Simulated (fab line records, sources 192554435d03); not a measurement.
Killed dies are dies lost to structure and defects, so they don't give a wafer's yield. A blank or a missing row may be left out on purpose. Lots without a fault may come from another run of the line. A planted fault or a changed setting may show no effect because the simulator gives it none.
Problem report in the 8D (eight disciplines) form, filled by code | flow n5_finfet | the parts of the form that need people (team, actions taken, sign-off) are left out

1. THE PROBLEM
susceptor_temp_C at N5_DUMMY_GATE_CVD_03 reads a mean of 518.35 C on 12 wafers of 4 lots; wafers without a fault read 530.08 C with a standard deviation of 0.15. That is -78 standard deviations from the usual mean.
The step: deposits a-Si from SiH4, target thk 150 nm, time 8042 s.
First seen on wafer L826.3, day 4 13:06, on lpcvd-01. The record holds 47 wafers of 16 lots with a number at this step. Rule for "out", or "out of limits": more than 4 standard deviations from the usual mean. The other wafers with a number count as sound.

2. WHAT IT IS AND WHAT IT IS NOT
question                    | is                                                                                                         | is not
which readings at this step | susceptor_temp_C, spike_tc_bottom_C, spike_tc_centre_C, spike_tc_lower_C, spike_tc_top_C, spike_tc_upper_C | zone_power_upper_pct
which lots                  | L826, L827, L828, L829                                                                                     | L818, L819, L820, L822, L823, L824, L825, L835, L837, L839, L840, L841
which wafers of those lots  | all that have a number                                                                                     | -
read on which tools         | lpcvd-01                                                                                                   | lpcvd-02
when                        | from day 4 13:06                                                                                           | up to then (20 sound wafers); but 15 sound wafers of L835, L837, L839, L840, L841 came after

3. SUSPECTS, AND WHAT RULES EACH OUT
Counting: a tool at a process step up to the reading stays a suspect if it ran every lot that is out and no sound lot after the first of them.
- rie_diel-05 at N5_STI_FIN_REVEAL_ETCHBACK_08 (etches SiO2 in C4F6/O2, target depth 30.5 nm, time 10.167 s): ruled out as a lasting fault. Sound lots L837 ran on it after its first lot that is out, L826 (day 4 09:41).
- lpcvd-01 at N5_DUMMY_GATE_CVD_03 (deposits a-Si from SiH4, target thk 150 nm, time 8042 s): kept. It ran every lot that is out, first L826 (day 4 13:06), and no sound lot after that; its last sound lot up to then is L825 (day 4 07:22). Its own readings are out on those wafers: spike_tc_bottom_C, spike_tc_centre_C, spike_tc_lower_C, spike_tc_top_C, spike_tc_upper_C, susceptor_temp_C.
Left after counting: lpcvd-01 at N5_DUMMY_GATE_CVD_03.

4. THE CAUSE (what the simulator had put in)
Process parameter drift: lpcvd-01, from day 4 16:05 on, at N5_DUMMY_GATE_CVD_03. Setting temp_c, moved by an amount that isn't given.
Counting left only this tool.

5. THE CHAIN OF EFFECTS, in route order
Each row: a reading whose mean over the struck wafers that have a number lies more than 3 standard deviations from the usual. Only readings for which the record gives a usual standard deviation are gone through. hours: the time from each lot's start at the first step in this table that gives one to its start at this step, as a median over the lots. sigmas: the change in usual standard deviations.
hours | step                 | reading            | usual    | on struck wafers | change | sigmas
0     | N5_DUMMY_GATE_CVD_03 | spike_tc_bottom_C  | 553.7 C  | 541.8            | -11.9  | -4.6
0     | N5_DUMMY_GATE_CVD_03 | spike_tc_centre_C  | 530.4 C  | 518.7            | -11.7  | -12
0     | N5_DUMMY_GATE_CVD_03 | spike_tc_lower_C   | 530.1 C  | 518.7            | -11.4  | -11
0     | N5_DUMMY_GATE_CVD_03 | spike_tc_top_C     | 554.6 C  | 542.6            | -12.0  | -6.0
0     | N5_DUMMY_GATE_CVD_03 | spike_tc_upper_C   | 530.4 C  | 519.5            | -10.9  | -9.1
0     | N5_DUMMY_GATE_CVD_03 | susceptor_temp_C   | 530.08 C | 518.35           | -11.73 | -78
4     | N5_DUMMY_GATE_CMP_04 | time_to_endpoint_s | 13.4 s   | 5.9              | -7.5   | -3.1
The process steps in it:
- N5_DUMMY_GATE_CVD_03: deposits a-Si from SiH4, target thk 150 nm, time 8042 s.
- N5_DUMMY_GATE_CMP_04: polishes a-Si.

6. WHAT WOULD HAVE CAUGHT IT SOONER
In this record the first reading out of limits was taken at day 4 13:06.
